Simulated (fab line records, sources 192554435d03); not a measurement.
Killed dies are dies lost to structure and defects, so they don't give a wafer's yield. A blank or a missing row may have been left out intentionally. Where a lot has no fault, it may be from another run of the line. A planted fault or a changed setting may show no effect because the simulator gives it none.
Problem report in the 8D (eight disciplines) form, filled by code + flow n5_finfet + the parts of the form that need people (team, actions taken, sign-off) are left out

== 1. THE PROBLEM ==
Mean of trench_depth_nm at N5_STI_FIN_REVEAL_FIN_H_MEAS_10: 40.8 nm across 4 wafers in 3 lots; on wafers with no fault it is 52.3 nm (standard deviation 0.74). Relative to the usual mean, that is a shift of -16 standard deviations.
First seen on wafer L829.2, day 4 02:14, on ocd-01. Wafers with a number at this step in the record: 24, from 9 lots. Rule for "out" (also "out of limits"): further than 4 standard deviations from the usual mean. Any other wafer with a number is counted as sound.

== 2. WHAT IT IS, AND WHAT IT ISN'T ==
| question                    | is                             | is not                                                                                                  |
|-----------------------------|--------------------------------|---------------------------------------------------------------------------------------------------------|
| which readings at this step | trench_depth_nm                | -                                                                                                       |
| which lots                  | L829, L831, L832               | L823, L835, L842, L844, L845, L846                                                                      |
| which wafers of those lots  | L829.2, L829.5, L831.5, L832.5 | L831.1, L832.1, L832.6                                                                                  |
| read on which gauges        | ocd-01, ocd-02                 | -                                                                                                       |
| when                        | from day 4 02:14               | up to then (3 sound wafers); but 17 sound wafers of L831, L832, L835, L842, L844, L845, L846 came after |

== 3. THE SUSPECTS, EACH WITH WHAT RULES IT OUT ==
Counting: if a tool at a process step up to the reading ran every lot that is out, it stays a suspect. Sound lots after the first of them don't rule it out here, since some wafers of a struck lot are sound.
- the gauge at N5_STI_FIN_REVEAL_FIN_H_MEAS_10 has been ruled out. 2 gauges (ocd-01, ocd-02) read the wafers that are out.
- vapor_etch-01 at N5_STI_FIN_REVEAL_RECESS_09 (chemistry HF/NH3, target SiO2, afs cycles 11, target depth 42.5 nm, sublimation time 60 s): kept. It processed each lot that is out (first: L829, day 3 23:32); up to then, its last sound lot is L823 (day 2 10:38).
Left after counting: vapor_etch-01 at N5_STI_FIN_REVEAL_RECESS_09.

== 4. THE CAUSE (what the simulator had put in) ==
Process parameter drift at N5_STI_FIN_REVEAL_RECESS_09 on vapor_etch-01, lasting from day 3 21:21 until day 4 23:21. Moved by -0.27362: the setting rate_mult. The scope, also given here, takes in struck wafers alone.
After counting, this tool was the only one left.

== 5. THE CHAIN OF EFFECTS, in route order ==
Each row: a reading whose mean over the struck wafers that have a number lies more than 3 standard deviations from the usual. Scope: only readings with a usual standard deviation given in the record; hours: median across lots of the time from each lot's start at the first step in this table that gives one to its start at this step; sigmas: change in usual standard deviations.
| hours | step                            | reading         | usual   | on struck wafers | change | sigmas |
|-------|---------------------------------|-----------------|---------|------------------|--------|--------|
| 0     | N5_STI_FIN_REVEAL_FIN_H_MEAS_10 | trench_depth_nm | 52.3 nm | 40.8             | -11.5  | -16    |
| 246   | N5_PASSIVATION_PROBE_49         | killed_short    | 33      | 57               | +24    | +3.1   |
Its process steps:
- N5_PASSIVATION_PROBE_49
At these later measuring or inspecting steps, every struck wafer for which the step has a row has a number for every such reading, and none has moved that far: N5_BEOL_M4_RC_MEAS_101.

== 6. HOW IT WOULD HAVE BEEN CAUGHT EARLIER ==
The first out-of-limits reading at a measuring or inspecting step in this record came at day 4 02:14, 5 hours after the fault's start at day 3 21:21.
An alarm limit of 4 standard deviations would not have fired on the tool readings at N5_STI_FIN_REVEAL_RECESS_09 for which the record gives a usual standard deviation, since none of them was out on any struck wafer.
L831, L832, from the lots that are out (3), started N5_STI_FIN_REVEAL_RECESS_09 on vapor_etch-01 later than day 4 02:14. A hold on the tool at that time would have spared those 2.
